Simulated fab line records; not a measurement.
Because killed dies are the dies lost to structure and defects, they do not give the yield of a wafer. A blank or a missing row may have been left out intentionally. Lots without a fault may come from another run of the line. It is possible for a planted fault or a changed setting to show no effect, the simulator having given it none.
Which of the tools did it? ; flow n5-finfet ; 33 wafers sampled from 11 lots at 1 step of a route of 1938

== WHAT EACH GAUGE READ, for each wafer ==
N5_BEOL_M8_CD_MEAS_28: target cd 40 nm.
lot;measured;on;cd-nm (nm)
L828;day 9 23:11;cd-sem-02;39.94 40.18 39.74
L829;day 10 07:31;cd-sem-02;40.26 40.45 40.20
L836;day 11 15:50;cd-sem-02;40.39 39.65 39.92
L838;day 12 15:16;cd-sem-01;39.77 39.96 39.76
L840;day 12 18:13;cd-sem-03;40.08 39.85 40.30
L842;day 13 03:35;cd-sem-03;39.69 39.56 39.98
L844;day 13 03:46;cd-sem-01;40.07 39.97 40.04
L843;day 13 11:19;cd-sem-03;39.97 40.14 40.06
L841;day 13 14:25;cd-sem-01;40.07 39.61 39.83
L846;day 13 20:37;cd-sem-01;40.30 40.11 40.13
L848;day 15 08:59;cd-sem-01;40.23 40.33 40.03

== TOOL THAT RAN EACH LOT (tool first, then ch and the chambers of the sampled wafers, then the start) ==
The record holds no process step before these readings.

== THE ANSWER, worked out from the rows above alone ==
Rule: what is usual is taken from the lots themselves. The widest of any qualifying gaps counts: lots, ordered by their means at a reading, are off when they make up no more than a third of the lots, leave a main group of 4 or more, and stand apart from it by 3 or more times the standard deviation of that group's means. Not used: any main group whose means are identical at the precision the tables above print for the reading. A lot without any number at a reading at which 4 lots or more have one is off too. Any other lot the step has rows for is counted as sound.
Across all readings shown, no lot is off: no conclusion can be drawn from this.

== WHAT THE SIMULATOR HAD PUT IN ==
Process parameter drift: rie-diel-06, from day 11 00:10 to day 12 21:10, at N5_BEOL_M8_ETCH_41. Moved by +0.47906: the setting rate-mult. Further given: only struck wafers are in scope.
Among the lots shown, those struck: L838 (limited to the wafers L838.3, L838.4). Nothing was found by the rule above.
